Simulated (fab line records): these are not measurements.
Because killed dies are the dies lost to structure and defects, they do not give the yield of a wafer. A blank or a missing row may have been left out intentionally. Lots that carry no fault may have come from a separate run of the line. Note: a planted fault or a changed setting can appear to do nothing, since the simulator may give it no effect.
Which tool is to blame? :: flow n5_finfet :: 12 lots, 36 wafers sampled, at 4 steps of a route of 1938

== WHAT THE GAUGES SHOWED, per wafer ==
N5_BEOL_M2_INSPECT_59: inspects for defects (darkfield).
lot: L075
measured: day 7 01:10
on: defect_inspect-01
raw_defect_count: 90 53 59

lot: L077
measured: day 7 18:46
on: defect_inspect-01
raw_defect_count: 61 52 71

lot: L079
measured: day 8 01:09
on: defect_inspect-02
raw_defect_count: 42 57 102

lot: L081
measured: day 8 18:22
on: defect_inspect-01
raw_defect_count: 53 68 93

lot: L082
measured: day 9 19:58
on: defect_inspect-01
raw_defect_count: 72 76 47

lot: L085
measured: day 10 12:39
on: defect_inspect-02
raw_defect_count: 116 72 121

lot: L087
measured: day 10 14:41
on: defect_inspect-01
raw_defect_count: 67 49 78

lot: L089
measured: day 10 23:37
on: defect_inspect-02
raw_defect_count: 66 77 82

lot: L091
measured: day 11 07:01
on: defect_inspect-02
raw_defect_count: 70 80 90

lot: L093
measured: day 12 00:53
on: defect_inspect-01
raw_defect_count: 88 126 101

lot: L095
measured: day 12 21:12
on: defect_inspect-01
raw_defect_count: 36 73 66

lot: L097
measured: day 13 02:57
on: defect_inspect-02
raw_defect_count: 135 71 62

== WHICH TOOL RAN EACH LOT (tool, then ch and the chambers of the sampled wafers, then the start) ==
lot: L075
N5_BEOL_M2_TRENCH_ETCH_37: rie_diel-05 ch 0,1, day 6 23:57 or earlier
N5_BEOL_M2_ANNEAL_95: pvd_sputter-01, day 6 23:57
N5_BEOL_M2_ANNEAL_51: rtp_anneal-01 ch 0, day 7 00:23

lot: L077
N5_BEOL_M2_TRENCH_ETCH_37: rie_diel-01 ch 1,2, day 7 17:17 or earlier
N5_BEOL_M2_ANNEAL_95: pvd_sputter-02, day 7 17:17
N5_BEOL_M2_ANNEAL_51: rtp_anneal-01 ch 0, day 7 17:37

lot: L079
N5_BEOL_M2_TRENCH_ETCH_37: rie_diel-05 ch 0,1, day 7 23:54 or earlier
N5_BEOL_M2_ANNEAL_95: pvd_sputter-02, day 7 23:54
N5_BEOL_M2_ANNEAL_51: rtp_anneal-02 ch 0, day 8 00:17

lot: L081
N5_BEOL_M2_TRENCH_ETCH_37: rie_diel-01 ch 0,1,3, day 8 17:09 or earlier
N5_BEOL_M2_ANNEAL_95: pvd_sputter-02, day 8 17:09
N5_BEOL_M2_ANNEAL_51: rtp_anneal-02 ch 0, day 8 17:29

lot: L082
N5_BEOL_M2_TRENCH_ETCH_37: rie_diel-03 ch 0,2,3, day 9 18:46 or earlier
N5_BEOL_M2_ANNEAL_95: pvd_sputter-02, day 9 18:46
N5_BEOL_M2_ANNEAL_51: rtp_anneal-01 ch 0, day 9 19:05

lot: L085
N5_BEOL_M2_TRENCH_ETCH_37: rie_diel-05 ch 1,2,3, day 10 11:23 or earlier
N5_BEOL_M2_ANNEAL_95: pvd_sputter-01, day 10 11:23
N5_BEOL_M2_ANNEAL_51: rtp_anneal-01 ch 0, day 10 11:43

lot: L087
N5_BEOL_M2_TRENCH_ETCH_37: rie_diel-03 ch 0,1,3, day 10 13:29 or earlier
N5_BEOL_M2_ANNEAL_95: pvd_sputter-03, day 10 13:29
N5_BEOL_M2_ANNEAL_51: rtp_anneal-01 ch 0, day 10 13:49

lot: L089
N5_BEOL_M2_TRENCH_ETCH_37: rie_diel-01 ch 0,2, day 10 22:25 or earlier
N5_BEOL_M2_ANNEAL_95: pvd_sputter-03, day 10 22:25
N5_BEOL_M2_ANNEAL_51: rtp_anneal-02 ch 0, day 10 22:47

lot: L091
N5_BEOL_M2_TRENCH_ETCH_37: rie_diel-01 ch 0,1,2, day 11 05:47 or earlier
N5_BEOL_M2_ANNEAL_95: pvd_sputter-01, day 11 05:47
N5_BEOL_M2_ANNEAL_51: rtp_anneal-01 ch 0, day 11 06:10

lot: L093
N5_BEOL_M2_TRENCH_ETCH_37: rie_diel-05 ch 0,3, day 11 23:40 or earlier
N5_BEOL_M2_ANNEAL_95: pvd_sputter-03, day 11 23:40
N5_BEOL_M2_ANNEAL_51: rtp_anneal-01 ch 0, day 12 00:06

lot: L095
N5_BEOL_M2_TRENCH_ETCH_37: rie_diel-05 ch 0,1, day 12 19:58 or earlier
N5_BEOL_M2_ANNEAL_95: pvd_sputter-03, day 12 19:58
N5_BEOL_M2_ANNEAL_51: rtp_anneal-02 ch 0, day 12 20:18

lot: L097
N5_BEOL_M2_TRENCH_ETCH_37: rie_diel-03 ch 0,3, day 13 01:42 or earlier
N5_BEOL_M2_ANNEAL_95: pvd_sputter-01, day 13 01:42
N5_BEOL_M2_ANNEAL_51: rtp_anneal-01 ch 0, day 13 02:02
- N5_BEOL_M2_TRENCH_ETCH_37: etches SiOC in C4F6/O2, target depth 55.555 nm, time 29.2 s.
- N5_BEOL_M2_ANNEAL_95: time 240 s.
- N5_BEOL_M2_ANNEAL_51: time 90 s.

== THE ANSWER, worked out from the rows above alone ==
Rule: the lots themselves supply what counts as usual. Put in order of their means at a reading, lots are off if they are a third of the lots or fewer, leave a main group of 4 or more, and stand apart from it by a gap of 3 or more times the standard deviation of the main group's means; of several such gaps the widest counts. Not used: any main group whose means are identical at the precision the tables above print for the reading. Also off: a lot with no number at a reading for which 4 or more lots have one. Any other lot the step has rows for is counted as sound.
Nothing can be told from this: no lot is off at any reading shown.

== WHAT THE SIMULATOR HAD INSERTED ==
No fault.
